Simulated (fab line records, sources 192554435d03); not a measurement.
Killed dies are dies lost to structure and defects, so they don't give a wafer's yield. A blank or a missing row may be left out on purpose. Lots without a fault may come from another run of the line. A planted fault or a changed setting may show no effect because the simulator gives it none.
A struck lot beside a sound one | flow n5_finfet | 15 steps out of a route of 1938
Sound: wafers L673.2, L673.3, L673.5. Struck: wafers L678.3, L678.4, L678.6. The cause comes at the end.
At each step with rows: each side's tool, then ch and its chambers, then its first start. Under that, the readings that differ: sound wafers | struck wafers | difference of the means | sigmas: that difference in standard deviations of wafers without a fault.
alike: readings whose means differ by less than 2 such deviations, and words and numbers that are the same on both sides. not compared: withheld readings, readings that some wafer has no value for, bounds like >300 that may hide the same value, and numbers for which the record gives no deviation and whose values overlap.
The two part at a step that has a row with sigmas, a row that says differs or no value, or rows on one side only. Numbers that don't overlap but have no deviation are shown without sigmas and don't part them. A reading that every wafer of one side lacks parts them only if that side has two wafers or more.

N5_PASSIVATION_PECVD_00: deposits SiO2 from SiH4/N2O, target thk 200 nm, time 11.2 s.
  sound on pecvd-03 ch 0,1,2, day 12 12:55; struck on pecvd-04 ch 0,1,2, day 13 21:39
  alike: chamber_pressure_Torr, heater_power_w, showerhead_plenum_p_Torr, throttle_valve_pct
then, 1 step without rows for these wafers: N5_MIM_BOT_DEGAS_01 (time 60 s).
N5_MIM_BOT_SPUTTER_00: material TiN, target thk 35 nm, time 89.7 s.
  sound on pvd_sputter-01, day 12 15:25; struck on pvd_sputter-01, day 13 22:47
  alike: cathode_dc_power_W, throttle_valve_pct
N5_MIM_TOP_ALD_00: deposits Al2O3, purge time 3 s, co reactant pulse time 3 s.
  sound on ald_hk-02 ch 0,2,3, day 12 15:31; struck on ald_hk-03 ch 2,3, day 13 22:53
  alike: precursor_pulse_height_rel
N5_MIM_TOP_ALD_01: deposits HfO2, target thk 5.6 nm, pulse time 1 s, purge time 3 s.
  sound on ald_hk-02 ch 0,2,3; struck on ald_hk-03 ch 2,3
  alike: precursor_pulse_height_rel
then, 1 step without rows for these wafers: N5_MIM_TOP_ALD_02 (deposits Al2O3, purge time 3 s, co reactant pulse time 3 s).
N5_MIM_TOP_DEGAS_04: time 60 s.
  sound on pvd_sputter-02, day 12 16:20; struck on pvd_sputter-03, day 13 23:52
  alike: heater_power_w
then, 5 steps without rows for these wafers: N5_MIM_TOP_SPUTTER_03 (material TiN, target thk 35 nm, time 89.7 s); N5_MIM_TOP_LITHO_HMDS_01 (time 60 s); N5_MIM_TOP_LITHO_COAT_02; N5_MIM_TOP_LITHO_EBR_04; N5_MIM_TOP_LITHO_SOFTBAKE_03 (time 90 s).
N5_MIM_TOP_LITHO_EXPOSE_05: exposes mask MIM TOP, target cd 2000 nm.
  sound on krf_scanner-02 ch 0, day 12 16:43; struck on krf_scanner-01 ch 0, day 14 00:16
  reading                               | sound    | struck      | difference | sigmas
  model.MIM_TOP_LITHO.overlay_x_nm (nm) | -2 -2 -2 | 6.6 6.6 6.6 | +8.6       |
  alike: mask
then, 1 step without rows for these wafers: N5_MIM_TOP_LITHO_PEB_06.
N5_PASSIVATION_PROBE_49:
  the record has rows for the sound wafers here (prober-01, day 13 01:56) and none for the struck ones

WHERE THEY PART
Only at N5_PASSIVATION_PROBE_49, within this record.

WHY: what the simulator had put in
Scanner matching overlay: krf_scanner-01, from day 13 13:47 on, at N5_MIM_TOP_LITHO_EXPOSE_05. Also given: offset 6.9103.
